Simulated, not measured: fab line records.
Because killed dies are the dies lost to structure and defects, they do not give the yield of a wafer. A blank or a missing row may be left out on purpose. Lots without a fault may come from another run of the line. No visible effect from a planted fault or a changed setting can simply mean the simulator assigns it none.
What tool caused it? ; flow nand_harc ; 24 lots with 72 wafers sampled at 5 steps, on a route of 1159 steps

WHAT THE GAUGES SHOWED, per wafer
NHARC_A_SGD_CUT_THK_MEAS_22: measures by ellipsometry. Usual: thk_nm reads 148.7 nm (standard deviation 1.5).
lot;measured;on;thk_nm (nm);flag
L074;day 14 06:47;film_metro-01;149.2 148.0 151.5;
L075;day 14 06:47;film_metro-02;148.1 150.6 149.1;
L076;day 14 06:47;film_metro-02;147.0 149.2 149.7;
L077;day 14 22:12;film_metro-02;148.1 148.2 148.4;
L078;day 14 22:12;film_metro-02;151.0 146.1 152.2;
L079;day 15 02:45;film_metro-02;147.0 146.9 148.7;
L082;day 16 05:19;film_metro-02;149.3 150.0 147.1;
L080;day 16 12:05;film_metro-01;149.8 148.6 150.2;
L083;day 16 17:58;film_metro-02;146.6 150.3 149.1;
L081;day 16 17:58;film_metro-01;150.0 151.3 147.7;
L084;day 16 18:07;film_metro-01;147.1 148.3 148.5;
L086;day 17 06:17;film_metro-02;148.8 147.3 148.3;
L087;day 17 06:16;film_metro-02;149.7 147.7 148.1;
L085;day 17 06:16;film_metro-01;150.1 148.4 147.6;
L089;day 17 18:37;film_metro-01;146.6 146.6 146.9;
L088;day 17 18:36;film_metro-02;153.2 150.3 149.5;
L090;day 18 03:10;film_metro-01;147.8 149.3 149.0;
L091;day 18 03:10;film_metro-02;150.1 149.1 150.4;
L094;day 18 22:05;film_metro-01;147.4 145.8 149.7;
L092;day 19 07:44;film_metro-02;150.1 150.3 150.8;
L095;day 19 07:43;film_metro-01;145.2 144.5 147.2;
L093;day 19 17:47;film_metro-02;150.1 147.0 148.9;
L096;day 20 03:22;film_metro-01;149.8 151.4 148.0;
L097;day 20 16:53;film_metro-02;149.0 149.8 147.5;

WHAT TOOL EACH LOT RAN ON (gives the tool, then ch and the chambers of the sampled wafers, and finally the start)
lot;NHARC_A_STAIRCASE_ETCH_315;NHARC_A_STAIRCASE_DEP_322;NHARC_A_STAIRCASE_DEP_471;NHARC_A_SGD_CUT_ETCH_59
L074;rie_diel-12 ch 1,2, day 13 00:37 or earlier;pecvd-03 ch 0,1, day 13 00:37;pecvd-03 ch 0,1,2, day 13 23:21;rie_diel-08 ch 2,3, day 14 06:47 or earlier
L075;rie_diel-12 ch 0,1, day 13 06:28 or earlier;pecvd-01 ch 0,1,2, day 13 06:28;pecvd-02 ch 0,2, day 14 01:17;rie_diel-08 ch 1,2,3, day 14 06:47 or earlier
L076;rie_diel-07 ch 2,3, day 13 05:53 or earlier;pecvd-02 ch 0,2, day 13 05:53;pecvd-01 ch 1,2, day 14 01:35;rie_diel-04 ch 0,1,3, day 14 06:47 or earlier
L077;rie_diel-07 ch 0,3, day 13 17:40 or earlier;pecvd-01 ch 0,1,2, day 13 17:40;pecvd-01 ch 1,2, day 14 15:14;rie_diel-01 ch 2,3, day 14 17:18
L078;rie_diel-12 ch 1,2,3, day 13 17:29 or earlier;pecvd-03 ch 0,1,2, day 13 17:29;pecvd-02 ch 0,1,2, day 14 14:04;rie_diel-04 ch 0,3, day 14 22:12 or earlier
L079;rie_diel-07 ch 0,2,3, day 13 22:13 or earlier;pecvd-03 ch 0,1, day 13 22:13;pecvd-03 ch 0,1, day 14 19:03;rie_diel-08 ch 1,2,3, day 15 02:45 or earlier
L082;rie_diel-12 ch 0,3, day 14 22:00 or earlier;pecvd-02 ch 0,1, day 14 22:00;pecvd-01 ch 0,2, day 15 19:29;rie_diel-01 ch 0,3, day 16 05:19 or earlier
L080;rie_diel-11 ch 0,2, day 15 03:40 or earlier;pecvd-03 ch 1,2, day 15 03:40;pecvd-01 ch 0,1,2, day 16 02:59;rie_diel-01 ch 2,3, day 16 12:05 or earlier
L083;rie_diel-07 ch 0,1,3, day 15 09:48 or earlier;pecvd-01 ch 0,2, day 15 09:48;pecvd-03 ch 0,1,2, day 16 10:25;rie_diel-08 ch 1,2,3, day 16 17:58 or earlier
L081;rie_diel-07 ch 2,3, day 15 15:53 or earlier;pecvd-01 ch 0,1,2, day 15 15:53;pecvd-02 ch 0,1,2, day 16 12:17;rie_diel-01 ch 0,1, day 16 14:15
L084;rie_diel-12 ch 2,3, day 15 15:45 or earlier;pecvd-03 ch 1, day 15 15:45;pecvd-02 ch 0,1,2, day 16 12:03;rie_diel-08 ch 0,2,3, day 16 18:07 or earlier
L086;rie_diel-07 ch 0,2,3, day 16 00:31 or earlier;pecvd-01 ch 0,1,2, day 16 00:31;pecvd-02 ch 0,1,2, day 16 21:05;rie_diel-08 ch 0,2,3, day 17 06:17 or earlier
L087;rie_diel-07 ch 1,2,3, day 16 00:31 or earlier;pecvd-03 ch 1,2, day 16 00:31;pecvd-01 ch 1,2, day 16 20:41;rie_diel-01 ch 2,3, day 17 06:16 or earlier
L085;rie_diel-11 ch 0,1,3, day 16 00:36 or earlier;pecvd-02 ch 1,2, day 16 00:36;pecvd-02 ch 1,2, day 16 20:38;rie_diel-04 ch 0,1,2, day 17 06:16 or earlier
L089;rie_diel-07 ch 0,1,3, day 16 11:39 or earlier;pecvd-01 ch 0,1, day 16 11:39;pecvd-01 ch 1, day 17 10:33;rie_diel-08 ch 1,2,3, day 17 18:37 or earlier
L088;rie_diel-12 ch 0,1,3, day 16 11:38 or earlier;pecvd-03 ch 0,1,2, day 16 11:38;pecvd-03 ch 0,2, day 17 10:31;rie_diel-08 ch 0,3, day 17 18:36 or earlier
L090;rie_diel-12 ch 1,2, day 16 17:30 or earlier;pecvd-03 ch 1,2, day 16 17:30;pecvd-01 ch 0,1, day 17 18:07;rie_diel-01 ch 0,1,3, day 18 03:10 or earlier
L091;rie_diel-12 ch 0,2,3, day 17 00:17 or earlier;pecvd-03 ch 0,2, day 17 00:17;pecvd-03 ch 1,2, day 17 18:31;rie_diel-01 ch 0,1, day 18 03:10 or earlier
L094;rie_diel-12 ch 0,1,3, day 17 10:15 or earlier;pecvd-02 ch 0,1, day 17 10:15;pecvd-03 ch 0,1, day 18 13:09;rie_diel-04 ch 2,3, day 18 22:05 or earlier
L092;rie_diel-11 ch 1,2,3, day 17 20:10 or earlier;pecvd-03 ch 0,2, day 17 20:10;pecvd-03 ch 0,1,2, day 18 23:41;rie_diel-01 ch 1,3, day 19 07:44 or earlier
L095;rie_diel-07 ch 0,2, day 17 20:10 or earlier;pecvd-01 ch 0,1, day 17 20:10;pecvd-02 ch 0,2, day 19 00:06;rie_diel-08 ch 0,1,2, day 19 07:43 or earlier
L093;rie_diel-11 ch 1,2, day 18 04:48 or earlier;pecvd-01 ch 0,1, day 18 04:48;pecvd-01 ch 0,1,2, day 19 10:31;rie_diel-08 ch 0,1,2, day 19 17:47 or earlier
L096;rie_diel-12 ch 0,1,3, day 18 14:58 or earlier;pecvd-03 ch 0,2, day 18 14:58;pecvd-03 ch 0,2, day 19 18:43;rie_diel-08 ch 1,2,3, day 20 03:22 or earlier
L097;rie_diel-07 ch 0,2,3, day 19 07:49 or earlier;pecvd-02 ch 0,1,2, day 19 07:49;pecvd-01 ch 0,1,2, day 20 08:16;rie_diel-08 ch 0,1,3, day 20 16:53 or earlier
- NHARC_A_STAIRCASE_ETCH_315: etches the open film in C4F8/O2/Ar, target depth 2500 nm, time 607.1 s.
- NHARC_A_STAIRCASE_DEP_322: deposits SiO2, target thk 3800 nm.
- NHARC_A_STAIRCASE_DEP_471: deposits SiO2, target thk 100 nm.
- NHARC_A_SGD_CUT_ETCH_59: etches the open film in N2/H2, target depth 260 nm, time 406.25 s.

AS READ BY THE TOOLS THEMSELVES (means over the sampled wafers that have a number; for cases with no such wafer, the mark the record gives instead)
NHARC_A_STAIRCASE_ETCH_315. Usual: oes_product_au 0.936 a.u., standard deviation 0.012; rf_vpp_V 1831 V, standard deviation 9.2.
lot;tool;oes_product_au (a.u.);rf_vpp_V (V);flag
L074;rie_diel-12;0.934;1836;
L075;rie_diel-12;0.946;1831;
L076;rie_diel-07;0.930;1840;
L077;rie_diel-07;0.921;1836;
L078;rie_diel-12;0.941;1836;
L079;rie_diel-07;0.941;1833;
L082;rie_diel-12;0.960;1827;
L080;rie_diel-11;0.934;1823;
L083;rie_diel-07;0.927;1827;
L081;rie_diel-07;0.924;1840;
L084;rie_diel-12;0.931;1835;
L086;rie_diel-07;0.929;1832;
L087;rie_diel-07;0.923;1833;
L085;rie_diel-11;0.939;1832;
L089;rie_diel-07;0.934;1826;
L088;rie_diel-12;0.937;1830;
L090;rie_diel-12;0.929;1835;
L091;rie_diel-12;0.935;1832;
L094;rie_diel-12;0.935;1830;
L092;rie_diel-11;0.941;1839;
L095;rie_diel-07;0.939;1824;
L093;rie_diel-11;0.935;1844;
L096;rie_diel-12;0.948;1830;
L097;rie_diel-07;0.953;1832;

NHARC_A_STAIRCASE_DEP_322. Usual: heater_power_w 682 W, standard deviation 80; mfc_precursor_sccm 200.0 sccm, standard deviation 0.62.
lot;tool;heater_power_w (W);mfc_precursor_sccm (sccm);flag
L074;pecvd-03;684;199.7;
L075;pecvd-01;673;199.8;
L076;pecvd-02;606;200.1;
L077;pecvd-01;713;199.9;
L078;pecvd-03;719;200.6;
L079;pecvd-03;750;200.1;
L082;pecvd-02;661;199.5;
L080;pecvd-03;648;199.8;
L083;pecvd-01;800;199.9;
L081;pecvd-01;667;199.8;
L084;pecvd-03;705;200.4;
L086;pecvd-01;741;200.4;
L087;pecvd-03;747;199.5;
L085;pecvd-02;575;199.7;
L089;pecvd-01;683;199.7;
L088;pecvd-03;740;199.7;
L090;pecvd-03;701;199.6;
L091;pecvd-03;634;200.2;
L094;pecvd-02;648;200.3;
L092;pecvd-03;690;199.2;
L095;pecvd-01;690;200.8;
L093;pecvd-01;613;199.2;
L096;pecvd-03;674;200.0;
L097;pecvd-02;677;200.1;

NHARC_A_STAIRCASE_DEP_471. Usual: chamber_pressure_Torr 6.499 Torr, standard deviation 0.015; heater_power_w 588 W, standard deviation 71; mfc_precursor_sccm 161.4 sccm, standard deviation 0.49; throttle_valve_pct 15.6 %, standard deviation 0.71.
lot;tool;chamber_pressure_Torr (Torr);heater_power_w (W);mfc_precursor_sccm (sccm);throttle_valve_pct (%);flag
L074;pecvd-03;6.495;548;161.5;15.8;
L075;pecvd-02;6.497;505;160.6;15.0;
L076;pecvd-01;6.488;632;161.2;15.5;
L077;pecvd-01;6.491;607;161.5;15.5;
L078;pecvd-02;6.502;528;161.2;15.4;
L079;pecvd-03;6.512;590;161.5;15.5;
L082;pecvd-01;6.494;652;161.3;16.2;
L080;pecvd-01;6.519;605;161.2;15.9;
L083;pecvd-03;6.502;629;161.1;16.1;
L081;pecvd-02;6.489;520;160.9;14.9;
L084;pecvd-02;6.487;520;161.2;14.8;
L086;pecvd-02;6.497;520;161.0;14.8;
L087;pecvd-01;6.495;657;161.1;15.6;
L085;pecvd-02;6.506;540;160.5;15.0;
L089;pecvd-01;6.500;533;161.5;15.1;
L088;pecvd-03;6.502;638;161.5;16.4;
L090;pecvd-01;6.484;626;161.1;16.0;
L091;pecvd-03;6.504;562;161.8;15.8;
L094;pecvd-03;6.495;566;161.5;15.6;
L092;pecvd-03;6.511;615;161.5;16.1;
L095;pecvd-02;6.507;522;161.8;14.5;
L093;pecvd-01;6.495;642;161.5;15.6;
L096;pecvd-03;6.508;567;161.6;16.2;
L097;pecvd-01;6.508;665;161.1;15.8;

NHARC_A_SGD_CUT_ETCH_59. Usual: drypump_motor_current_A 5.6 A, standard deviation 0.41; oes_product_au 0.998 a.u., standard deviation 0.012; rf_vpp_V 430.2 V, standard deviation 3; showerhead_plenum_p_Torr 2.03 Torr, standard deviation 0.1; throttle_valve_pct 14.171 %, standard deviation 0.0089.
lot;tool;drypump_motor_current_A (A);oes_product_au (a.u.);rf_vpp_V (V);showerhead_plenum_p_Torr (Torr);throttle_valve_pct (%);flag
L074;rie_diel-08;5.6;0.982;428.7;1.94;14.168;
L075;rie_diel-08;5.7;1.001;430.7;2.04;14.177;
L076;rie_diel-04;5.6;1.007;430.5;2.01;14.167;
L077;rie_diel-01;5.7;0.999;433.0;2.11;14.185;
L078;rie_diel-04;6.1;0.993;430.6;2.04;14.172;
L079;rie_diel-08;5.8;0.998;430.7;2.03;14.168;
L082;rie_diel-01;5.5;1.012;428.7;1.99;14.174;
L080;rie_diel-01;5.7;1.002;432.4;2.11;14.176;
L083;rie_diel-08;5.7;0.989;429.5;2.03;14.169;
L081;rie_diel-01;5.1;0.998;429.1;1.98;14.175;
L084;rie_diel-08;5.7;0.998;428.2;1.96;14.171;
L086;rie_diel-08;5.8;0.991;428.1;1.96;14.166;
L087;rie_diel-01;5.7;1.004;432.2;2.11;14.182;
L085;rie_diel-04;5.2;1.009;430.2;2.03;14.174;
L089;rie_diel-08;5.7;0.998;431.0;2.03;14.171;
L088;rie_diel-08;5.6;1.003;426.9;1.92;14.173;
L090;rie_diel-01;5.3;0.998;428.8;1.98;14.163;
L091;rie_diel-01;5.1;1.005;428.0;1.98;14.163;
L094;rie_diel-04;6.1;1.001;432.4;2.10;14.177;
L092;rie_diel-01;5.4;0.999;427.8;1.95;14.174;
L095;rie_diel-08;5.9;0.985;430.9;2.05;14.168;
L093;rie_diel-08;5.9;0.998;431.0;2.05;14.170;
L096;rie_diel-08;5.8;0.993;430.5;2.03;14.163;
L097;rie_diel-08;5.7;0.998;429.8;2.01;14.173;

THE ANSWER, worked out from the rows above alone
Rule: lot off if the mean of its wafers having a number is beyond 3 standard deviations from the usual mean. Also off: a lot with no number at a reading for which 4 or more lots have one. Where the step has rows for the other lots, those lots are counted as sound. First the gauges in route order, then the tools' own readings, where a lot's mean is used as printed above. At the first step where some lot is off, the reading lying furthest off is the one used; lots without a number count as furthest.
No lot is off at any reading shown: from this, nothing can be told.

WHAT THE SIMULATOR PUT IN
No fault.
